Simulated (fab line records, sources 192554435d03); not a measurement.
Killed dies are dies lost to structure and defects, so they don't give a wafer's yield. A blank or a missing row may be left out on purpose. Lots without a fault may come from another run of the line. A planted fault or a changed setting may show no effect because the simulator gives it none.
fab line records | flow n5_finfet
record lots=14 wafers=42 last_day=18
route steps=1938 shown HKMG_FIN@398 BEOL_M4@1111
lots that met no fault: from a run of the same line without faults
start_h: hours from the record's first day to the start of the lot's first wafer shown | wait_h: hours since the lot's step before | " the same as in the row above | L1.1+2: a row that stands for several wafers | - no value, or no start given | * or withheld: withheld | < > ~ a bound
route shown NAME@n: a module of which the file shows steps, and the number in the route of the first | usual: mean/standard deviation of fault-free wafers | same: alike in all rows | chamber/n: place in a boat | sites: the reading at each site | _std_site: their standard deviation | _edge_site: outer sites' mean less inner sites' | radius_mm: how far each site lies from the wafer's centre | mask NAME#n: copy n | behind: the tool/chamber that last shaped the wafer | hold: why the lot was held/for how many hours/how that ended | device: the transistor (n, p or np) that didn't switch | end of line: the same wafers' tests at the end of the route | a step without rows: its recipe alone | killed: dies lost to structure and defects at the first sort, not the wafer's yield | map: a wafer's dies, x killed, . not, _ none there
set.NAME: the setting as run; set.NAME@STEP: as run at that earlier step | model.NAME: the simulator's own value behind a step, which no gauge read
steps of the route over a sample of lots; a table a step, a row a wafer
services: from which hour (start_h, from the record's first day; less than 0 if before it) a tool's chamber was out of use, for how many hours, and why
## steps
# step N5_HKMG_FIN_CD_MEAS_49
# recipe target_cd_nm=202 landing_energy_ev=500 detector=se_inlens polarity=opening
# usual cd_nm=202.0/0.51
# columns lot.wafer tool chamber start_h wait_h cd_nm
L972.2 cd_sem-02 0 70.00 - 201.4
L972.3 " 0 " " 201.3
L972.4 " 0 " " 201.0
L975.3 cd_sem-01 0 88.06 - 201.3
L975.4 " 0 " " 202.3
L975.6 " 0 " " 201.9
L976.4 cd_sem-01 0 95.13 - 202.4
L976.5 " 0 " " 201.7
L976.6 " 0 " " 202.6
L977.2 cd_sem-01 0 101.47 - 203.0
L977.3 " 0 " " 203.6
L977.6 " 0 " " 203.7
L984.2 cd_sem-03 0 144.39 - 202.3
L984.3 " 0 " " 202.7
L984.6 " 0 " " 202.4
L986.1 cd_sem-03 0 154.63 - 201.3
L986.4 " 0 " " 201.8
L986.5 " 0 " " 201.9
L987.2 cd_sem-03 0 161.53 - 201.7
L987.3 " 0 " " 201.4
L987.6 " 0 " " 201.8
L988.2 cd_sem-03 0 166.25 - 202.0
L988.3 " 0 " " 201.6
L988.5 " 0 " " 202.2
L989.1 cd_sem-01 0 173.22 - 202.5
L989.4 " 0 " " 202.6
L989.5 " 0 " " 202.5
L990.1 cd_sem-02 0 178.62 - 201.7
L990.2 " 0 " " 202.2
L990.3 " 0 " " 201.0
L991.3 cd_sem-02 0 186.02 - 201.6
L991.5 " 0 " " 202.2
L991.6 " 0 " " 202.0
L993.2 cd_sem-01 0 201.92 - 201.6
L993.4 " 0 " " 202.1
L993.6 " 0 " " 202.9
L994.1 cd_sem-02 0 208.84 - 202.1
L994.2 " 0 " " 201.7
L994.4 " 0 " " 201.5
L995.2 cd_sem-02 0 214.81 - 202.6
L995.4 " 0 " " 202.7
L995.5 " 0 " " 201.6
# step N5_HKMG_FIN_ALD_79
# recipe material=TiN target_thk_a=15 temp_c=400 ald_precursor_family=TiCl4 ald_co_reactant=NH3 pulse_time_s=1 purge_time_s=3 co_reactant_purge_time_s=2 co_reactant_pulse_time_s=2 ald_cycles=68 pressure_torr=3
# usual heater_power_w=857/130 precursor_pulse_height_rel=0.998/0.022
# same co_reactant_purge_time_s=2
# columns lot.wafer tool chamber start_h wait_h heater_power_w precursor_pulse_height_rel
L972.2 ald_metal-01 2 71.45 0.0 816 0.995
L972.3 " 3 " " 984 0.998
L972.4 " 0 " " 672 0.989
L975.3 ald_metal-03 1 89.52 0.0 875 0.978
L975.4 " 1 " " 888 1.029
L975.6 " 0 " " 823 0.987
L976.4 ald_metal-01 0 96.58 0.0 653 0.987
L976.5 " 3 " " 1004 0.994
L976.6 " 0 " " 646 1.003
L977.2 ald_metal-01 1 102.93 0.0 673 1.049
L977.3 " 3 " " 973 0.997
L977.6 " 1 " " 651 0.998
L984.2 ald_metal-01 1 146.12 0.0 669 1.021
L984.3 " 2 " " 807 1.009
L984.6 " 1 " " 666 1.028
L986.1 ald_metal-04 2 156.12 0.0 884 1.006
L986.4 " 1 " " 884 0.981
L986.5 " 3 " " 849 0.963
L987.2 ald_metal-03 3 162.98 0.0 770 1.009
L987.3 " 1 " " 856 1.014
L987.6 " 3 " " 758 0.995
L988.2 ald_metal-03 2 167.99 0.0 1081 0.992
L988.3 " 1 " " 884 1.014
L988.5 " 1 " " 884 1.021
L989.1 ald_metal-03 3 174.68 0.0 780 1.039
L989.4 " 2 " " 1084 0.990
L989.5 " 1 " " 870 0.987
L990.1 ald_metal-01 2 180.12 0.0 844 1.050
L990.2 " 3 " " 977 0.967
L990.3 " 1 " " 678 0.985
L991.3 ald_metal-03 0 187.79 0.0 795 0.973
L991.5 " 2 " " 1075 1.021
L991.6 " 3 " " 799 1.012
L993.2 ald_metal-04 0 203.41 0.0 996 0.992
L993.4 " 3 " " 856 0.977
L993.6 " 0 " " 995 0.992
L994.1 ald_metal-01 3 210.30 0.0 976 1.007
L994.2 " 2 " " 813 1.016
L994.4 " 1 " " 671 0.993
L995.2 ald_metal-03 1 216.59 0.0 879 1.030
L995.4 " 0 " " 823 1.008
L995.5 " 1 " " 883 0.984
# step N5_HKMG_FIN_WET_ETCH_65
# recipe chemistry=TMAH temp_c=70 conc_wt_pct=5 target=a-Si stop_on=TiN time_s=49 target_depth_nm=3
# usual bath_guard_temp_C=70.1/0.57 bath_heat_duty_pct=13.4/1.5
# columns lot.wafer tool chamber start_h wait_h bath_guard_temp_C bath_heat_duty_pct
L972.2 wet_bench-04 6 72.46 0.0 68.3 14.4
L972.3 " 0 " " 70.2 12.6
L972.4 " 1 " " 69.6 15.3
L975.3 wet_bench-03 3 90.22 0.0 69.5 12.8
L975.4 " 0 " " 70.3 15.9
L975.6 " 1 " " 71.0 14.6
L976.4 wet_bench-04 5 97.41 0.0 - -
L976.5 " 4 " " - -
L976.6 " 6 " " - -
L977.2 wet_bench-05 0 103.63 0.0 - -
L977.3 " 7 " " - -
L977.6 " 6 " " - -
L984.2 wet_bench-05 1 146.78 0.0 70.4 15.9
L984.3 " 6 " " 70.6 14.8
L984.6 " 2 " " 70.4 11.2
L986.1 wet_bench-04 2 156.77 0.0 70.9 13.6
L986.4 " 5 " " 69.6 11.6
L986.5 " 1 " " 69.7 15.8
L987.2 wet_bench-04 0 163.68 0.0 70.2 13.4
L987.3 " 2 " " 70.7 13.1
L987.6 " 7 " " 70.7 11.9
L988.2 wet_bench-05 3 168.65 0.0 69.4 15.3
L988.3 " 2 " " 70.4 10.4
L988.5 " 7 " " 69.9 13.2
L989.1 wet_bench-03 3 175.38 0.0 69.5 12.4
L989.4 " 0 " " 70.5 13.5
L989.5 " 1 " " 70.7 14.0
L990.1 wet_bench-05 7 180.77 0.0 70.2 13.4
L990.2 " 2 " " 70.2 10.7
L990.3 " 0 " " 69.6 12.0
L991.3 wet_bench-03 2 188.68 0.0 70.2 14.2
L991.5 " 5 " " 70.5 11.1
L991.6 " 4 " " 70.6 11.4
L993.2 wet_bench-03 4 204.06 0.0 70.7 13.1
L993.4 " 7 " " 69.3 13.6
L993.6 " 5 " " 70.7 12.1
L994.1 wet_bench-04 1 211.07 0.0 69.3 17.1
L994.2 " 6 " " 68.5 13.8
L994.4 " 7 " " 70.6 10.6
L995.2 wet_bench-05 7 217.24 0.0 70.4 12.5
L995.4 " 3 " " 69.5 14.3
L995.5 " 0 " " 70.0 12.9
# step N5_HKMG_FIN_THK_MEAS_70
# recipe thk_meas_gauge=xrf reads=HfO2_of_HKMG_FIN_HK_ALD_01
# usual HK_THK=1.603/0.022
# columns lot.wafer tool chamber start_h wait_h HK_THK[nm]
L972.2 film_metro-01 - 72.84 0.2 1.583
L972.3 " - " " 1.593
L972.4 " - " " 1.588
L975.3 film_metro-01 - 90.61 0.2 1.598
L975.4 " - " " 1.602
L975.6 " - " " 1.590
L976.4 film_metro-02 - 97.80 0.2 1.613
L976.5 " - " " 1.632
L976.6 " - " " 1.622
L977.2 film_metro-02 - 104.02 0.2 1.606
L977.3 " - " " 1.628
L977.6 " - " " 1.598
L984.2 film_metro-01 - 147.17 0.2 1.592
L984.3 " - " " 1.590
L984.6 " - " " 1.604
L986.1 film_metro-02 - 157.16 0.2 1.599
L986.4 " - " " 1.614
L986.5 " - " " 1.622
L987.2 film_metro-01 - 164.07 0.2 1.575
L987.3 " - " " 1.608
L987.6 " - " " 1.589
L988.2 film_metro-01 - 169.04 0.2 1.597
L988.3 " - " " 1.593
L988.5 " - " " 1.608
L989.1 film_metro-02 - 175.77 0.2 1.660
L989.4 " - " " 1.604
L989.5 " - " " 1.661
L990.1 film_metro-01 - 181.16 0.2 1.601
L990.2 " - " " 1.617
L990.3 " - " " 1.612
L991.3 film_metro-01 - 189.20 0.2 1.584
L991.5 " - " " 1.598
L991.6 " - " " 1.596
L993.2 film_metro-01 - 204.45 0.2 1.584
L993.4 " - " " 1.581
L993.6 " - " " 1.581
L994.1 film_metro-01 - 211.46 0.2 1.600
L994.2 " - " " 1.595
L994.4 " - " " 1.604
L995.2 film_metro-01 - 217.63 0.2 1.589
L995.4 " - " " 1.584
L995.5 " - " " 1.572
# step N5_BEOL_M4_RC_MEAS_101
# usual DIBL_N=36.4/1.4 DIBL_P=36.3/1.8 EOT_P=10.50/0.09 IGATE_P=0.0036/0.00047 IOFF_N=0.163/0.024 IOFF_N_85C=3.2/0.4 IOFF_N_LIN=0.075/0.0093 IOFF_N_LONG=5.66e-05/2.1e-06 IOFF_P=0.21/0.034 IOFF_P_85C=3.7/0.49 IOFF_P_LIN=0.102/0.013 IOFF_P_LONG=0.000109/8.8e-06 ION_N=673/11 ION_P=461/7.4 SS_N=71.6/0.52 SS_P=73.3/0.58 VT_N=249.4/2.5 VT_N_LONG=274.6/2.1 VT_N_LVT=98.3/2.7 VT_P=-250/3.5 VT_P_LONG=-274.6/2.7 VT_P_LVT=-98.3/2.7
# columns lot.wafer tool chamber start_h wait_h DIBL_N[mV/V] DIBL_P[mV/V] EOT_P IGATE_P[nA/um] IOFF_N[nA/um] IOFF_N_85C[nA/um] IOFF_N_LIN[nA/um] IOFF_N_LONG[nA/um] IOFF_P[nA/um] IOFF_P_85C[nA/um] IOFF_P_LIN[nA/um] IOFF_P_LONG[nA/um] ION_N[uA/um] ION_P[uA/um] SS_N[mV/dec] SS_P[mV/dec] VT_N[mV] VT_N_LONG[mV] VT_N_LVT[mV] VT_P[mV] VT_P_LONG[mV] VT_P_LVT[mV]
L972.2 prober-02 0 168.13 0.2 36.6 36.5 10.36 0.0039 0.169 3.3 0.080 5.67e-05 0.20 3.5 0.092 9.8e-05 686 462 70.9 72.7 248.1 273.7 96.5 -253 -273.7 -100.8
L972.3 " 0 " " 35.5 34.1 10.35 0.0043 0.153 3.0 0.073 5.6e-05 0.18 3.2 0.087 9.7e-05 669 451 70.7 72.3 248.6 276.7 97.7 -252 -274.4 -102.2
L972.4 " 0 " " 36.9 37.0 10.46 0.0036 0.187 3.5 0.087 5.62e-05 0.21 3.7 0.097 9.9e-05 699 465 71.5 73.4 246.2 275.5 94.9 -252 -276.0 -100.8
L975.3 prober-02 0 186.20 0.3 36.8 37.2 10.49 0.0032 0.173 3.5 0.080 5.74e-05 0.19 3.4 0.091 9.9e-05 674 449 71.8 73.8 246.7 272.9 92.6 -254 -276.8 -98.2
L975.4 " 0 " " 36.2 36.3 10.60 0.0025 0.167 3.4 0.080 5.77e-05 0.19 3.3 0.091 9.9e-05 685 455 71.4 72.5 246.7 273.4 90.4 -254 -277.6 -96.3
L975.6 " 0 " " 35.0 35.3 10.48 0.0032 0.147 3.0 0.070 5.79e-05 0.17 3.0 0.084 0.000101 668 453 71.9 72.8 251.3 269.7 94.6 -254 -276.5 -98.2
L976.4 prober-02 0 192.36 0.5 34.6 34.8 10.83 0.0007 0.000 0.0 0.000 4.21e-05 4.48 47.6 2.197 0.001357 148 568 70.6 72.7 508.6 510.1 359.2 -162 -198.2 -11.6
L976.5 " 0 " " 36.9 37.4 10.80 0.0007 0.000 0.0 0.000 4.17e-05 5.52 56.7 2.545 0.001365 150 574 72.2 73.1 500.2 517.2 356.7 -160 -198.6 -9.1
L976.6 " 0 " " 37.7 39.1 11.00 0.0005 0.000 0.0 0.000 4.18e-05 6.07 61.9 2.675 0.00137 155 593 72.1 74.4 505.9 517.0 352.5 -157 -198.6 -7.7
L977.2 prober-01 0 201.78 0.2 37.5 39.4 10.95 0.0006 0.000 0.0 0.000 4.09e-05 5.65 55.8 2.452 0.001143 148 574 72.5 74.5 505.3 523.3 353.6 -162 -202.3 -12.3
L977.3 " 0 " " 39.0 40.6 10.99 0.0006 0.000 0.0 0.000 4.05e-05 5.95 58.9 2.529 0.001153 149 575 72.6 74.4 502.4 523.0 354.2 -164 -202.8 -11.4
L977.6 " 0 " " 37.6 39.6 11.09 0.0005 0.000 0.0 0.000 4.03e-05 5.57 55.9 2.469 0.001174 149 587 71.7 74.1 506.7 523.3 356.8 -162 -201.7 -12.3
L984.2 prober-01 0 239.74 0.2 35.9 36.1 10.44 0.0034 0.165 3.2 0.077 6.06e-05 0.21 3.7 0.106 0.000114 677 465 71.0 73.2 247.3 270.4 97.8 -251 -272.4 -98.8
L984.3 " 0 " " 38.3 39.3 10.45 0.0038 0.228 4.2 0.100 5.93e-05 0.28 4.6 0.126 0.000116 700 470 71.9 74.8 245.2 274.5 93.8 -246 -271.4 -94.1
L984.6 " 0 " " 35.1 35.2 10.45 0.0040 0.151 3.0 0.071 5.99e-05 0.20 3.6 0.100 0.000113 670 458 71.2 73.3 249.2 270.8 98.8 -251 -275.9 -98.7
L986.1 prober-01 0 257.91 0.0 35.4 36.1 10.37 0.0044 0.172 3.3 0.080 5.75e-05 0.22 3.8 0.101 0.00011 688 466 72.0 73.5 246.6 271.5 95.0 -246 -272.3 -96.5
L986.4 " 0 " " 35.2 35.5 10.41 0.0033 0.160 3.1 0.073 5.81e-05 0.21 3.6 0.098 0.00011 664 464 70.9 73.1 251.5 275.2 97.9 -246 -274.1 -98.2
L986.5 " 0 " " 37.6 38.1 10.42 0.0041 0.204 3.9 0.088 5.8e-05 0.25 4.3 0.110 0.000108 683 463 71.9 74.3 245.7 274.9 95.1 -245 -275.2 -97.0
L987.2 prober-01 0 260.35 0.2 35.4 36.8 10.63 0.0035 0.153 3.0 0.070 5.65e-05 0.22 3.8 0.102 0.000115 674 461 71.8 72.6 250.4 274.8 99.2 -249 -275.4 -99.4
L987.3 " 0 " " 34.9 35.6 10.70 0.0030 0.145 2.9 0.067 5.59e-05 0.20 3.6 0.096 0.000107 648 450 71.6 73.0 251.5 277.3 101.1 -251 -274.8 -99.5
L987.6 " 0 " " 36.1 36.5 10.55 0.0035 0.154 3.0 0.070 5.59e-05 0.21 3.7 0.099 0.00011 666 458 71.9 73.0 252.0 274.5 99.2 -251 -273.9 -98.9
L988.2 prober-02 0 261.20 0.2 37.7 35.9 10.47 0.0041 0.174 3.4 0.074 5.57e-05 0.21 3.6 0.098 0.000105 663 451 72.5 73.4 252.2 277.4 100.3 -249 -277.2 -99.4
L988.3 " 0 " " 35.0 33.7 10.49 0.0043 0.124 2.5 0.060 5.59e-05 0.17 3.1 0.085 0.000103 661 455 71.4 73.3 254.1 275.1 103.2 -250 -277.9 -102.6
L988.5 " 0 " " 35.7 33.7 10.44 0.0038 0.138 2.8 0.064 5.58e-05 0.17 3.1 0.086 0.000101 653 448 71.8 72.7 252.6 274.7 101.0 -256 -279.2 -101.9
L990.1 prober-01 0 262.24 0.0 35.6 34.6 10.44 0.0037 0.142 2.8 0.068 5.54e-05 0.17 3.1 0.083 9.3e-05 658 449 71.2 72.6 251.1 275.9 100.6 -254 -279.9 -102.8
L990.2 " 0 " " 35.3 34.4 10.59 0.0036 0.139 2.8 0.068 5.6e-05 0.17 3.0 0.084 9.4e-05 671 454 71.2 72.4 253.0 276.2 100.0 -258 -280.7 -103.2
L990.3 " 0 " " 37.2 37.2 10.59 0.0035 0.175 3.4 0.083 5.62e-05 0.21 3.6 0.096 9.5e-05 675 463 71.5 73.6 246.6 275.9 94.7 -252 -276.9 -100.4
L989.1 prober-01 0 266.60 0.0 36.4 37.2 10.52 0.0036 0.175 3.4 0.081 5.67e-05 0.22 3.9 0.104 0.000103 676 461 71.5 73.4 248.3 271.8 96.6 -248 -276.8 -97.4
L989.4 " 0 " " 34.9 35.6 10.45 0.0041 0.147 3.0 0.073 5.7e-05 0.19 3.4 0.092 0.000104 683 465 70.5 72.6 248.1 276.4 96.8 -251 -276.5 -99.4
L989.5 " 0 " " 35.2 36.2 10.34 0.0041 0.153 3.0 0.074 5.71e-05 0.19 3.5 0.094 0.000104 682 468 70.8 72.1 249.0 273.9 97.5 -251 -274.3 -98.5
L991.3 prober-02 0 283.50 0.3 37.2 37.3 10.57 0.0036 0.153 3.0 0.070 5.11e-05 0.21 3.7 0.097 0.000101 674 457 72.6 73.9 250.4 279.5 102.1 -250 -277.2 -101.2
L991.5 " 0 " " 36.8 36.7 10.61 0.0034 0.150 2.9 0.068 5.21e-05 0.20 3.6 0.096 0.000102 665 459 71.8 73.5 252.3 277.1 101.5 -251 -276.2 -100.6
L991.6 " 0 " " 36.7 37.1 10.61 0.0032 0.156 3.0 0.072 5.23e-05 0.21 3.6 0.096 0.000102 679 463 71.8 73.9 251.0 277.0 99.7 -253 -275.9 -100.5
L994.1 prober-02 0 300.13 0.0 35.3 31.4 10.43 0.0042 0.130 2.6 0.062 5.44e-05 0.15 2.8 0.078 9.6e-05 674 453 71.3 72.9 250.6 276.7 98.9 -258 -276.4 -102.9
L994.2 " 0 " " 34.5 30.9 10.37 0.0043 0.117 2.4 0.057 5.46e-05 0.14 2.7 0.075 0.0001 669 450 70.8 72.6 251.5 275.2 102.0 -257 -277.0 -103.5
L994.4 " 0 " " 35.9 32.4 10.47 0.0044 0.137 2.8 0.061 5.42e-05 0.16 2.9 0.080 9.8e-05 660 446 70.6 72.0 250.8 275.9 100.7 -255 -277.1 -102.8
L993.2 prober-02 0 303.23 0.2 35.1 34.8 10.46 0.0039 0.137 2.7 0.066 5.98e-05 0.19 3.4 0.093 0.000112 665 460 70.9 73.0 250.8 271.1 99.8 -250 -272.5 -99.7
L993.4 " 0 " " 36.0 35.2 10.68 0.0035 0.146 2.9 0.068 5.98e-05 0.20 3.4 0.095 0.00011 666 455 71.1 72.9 251.1 270.1 100.3 -250 -273.5 -100.1
L993.6 " 0 " " 35.1 35.0 10.48 0.0033 0.142 2.8 0.066 5.98e-05 0.20 3.4 0.096 0.000113 662 456 70.9 72.6 248.0 272.4 99.1 -248 -274.2 -98.6
L995.2 prober-01 0 306.09 0.2 37.4 35.5 10.59 0.0030 0.158 3.1 0.075 5.94e-05 0.23 4.1 0.113 0.000115 674 466 71.0 73.2 249.3 276.0 98.9 -247 -270.7 -95.2
L995.4 " 0 " " 40.3 38.7 10.65 0.0031 0.217 4.0 0.095 5.89e-05 0.30 5.0 0.136 0.000116 691 465 72.4 73.9 245.3 272.2 94.3 -242 -272.9 -92.6
L995.5 " 0 " " 36.6 33.9 10.39 0.0036 0.146 2.9 0.067 5.83e-05 0.22 3.8 0.107 0.000114 656 458 71.6 72.1 254.2 275.9 101.8 -247 -273.2 -96.7
## services
# columns tool chamber start_h hours kind
ald_metal-03 2 50.93 4.6 repair
ald_metal-03 3 65.19 24.9 repair
ald_metal-04 - 95.82 0.9 repair
ald_metal-04 - 125.40 1.4 repair
wet_bench-05 - 126.76 1.9 pm
ald_metal-04 - 164.62 28.1 pm
ald_metal-01 - 181.28 2.8 pm
ald_metal-03 - 216.93 8.7 pm
## key
first_sign step=N5_HKMG_FIN_WET_ETCH_65 reading=tool_record direction=missing
effect step=N5_BEOL_M4_RC_MEAS_101 reading=IOFF_P_LIN direction=up sigmas=99+ usual=0.102 struck=2.478
effect step=N5_BEOL_M4_RC_MEAS_101 reading=IOFF_P direction=up sigmas=99+ usual=0.21 struck=5.54
effect step=N5_BEOL_M4_RC_MEAS_101 reading=IOFF_P_LONG direction=up sigmas=99+ usual=0.000109 struck=0.00126
effect step=N5_BEOL_M4_RC_MEAS_101 reading=VT_N_LONG direction=up sigmas=99+ usual=274.6 struck=519.0
effect step=N5_BEOL_M4_RC_MEAS_101 reading=IOFF_P_85C direction=up sigmas=99+ usual=3.7 struck=56.1
effect step=N5_BEOL_M4_RC_MEAS_101 reading=VT_N direction=up sigmas=99+ usual=249.4 struck=504.9
effect step=N5_BEOL_M4_RC_MEAS_101 reading=VT_N_LVT direction=up sigmas=95 usual=98.3 struck=355.5
effect step=N5_BEOL_M4_RC_MEAS_101 reading=ION_N direction=down sigmas=46 usual=673 struck=150
effect step=N5_BEOL_M4_RC_MEAS_101 reading=VT_P_LVT direction=up sigmas=32 usual=-98.3 struck=-10.7
effect step=N5_BEOL_M4_RC_MEAS_101 reading=VT_P_LONG direction=up sigmas=28 usual=-274.6 struck=-200.4
effect step=N5_BEOL_M4_RC_MEAS_101 reading=VT_P direction=up sigmas=26 usual=-250 struck=-161
effect step=N5_BEOL_M4_RC_MEAS_101 reading=ION_P direction=up sigmas=16 usual=461 struck=578
met_at N5_HKMG_FIN_WET_ETCH_65
struck_lots L976,L977
sort_left_out L976.4,L976.5,L976.6,L977.2,L977.3,L977.6
not_acting_at N5_HKMG_FIN_CD_MEAS_49,N5_HKMG_FIN_ALD_79,N5_HKMG_FIN_THK_MEAS_70
onset_between 72.46 97.41
fault kind=skipped_step_whole tool=wet_bench-04,wet_bench-05 chamber=- onset_h=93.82 steps=N5_HKMG_FIN_WET_ETCH_65 scope=struck_lots_only
# sort_left_out: the simulated sort isn't trusted on such a fault, so these wafers' sort isn't shown, and their yield isn't known
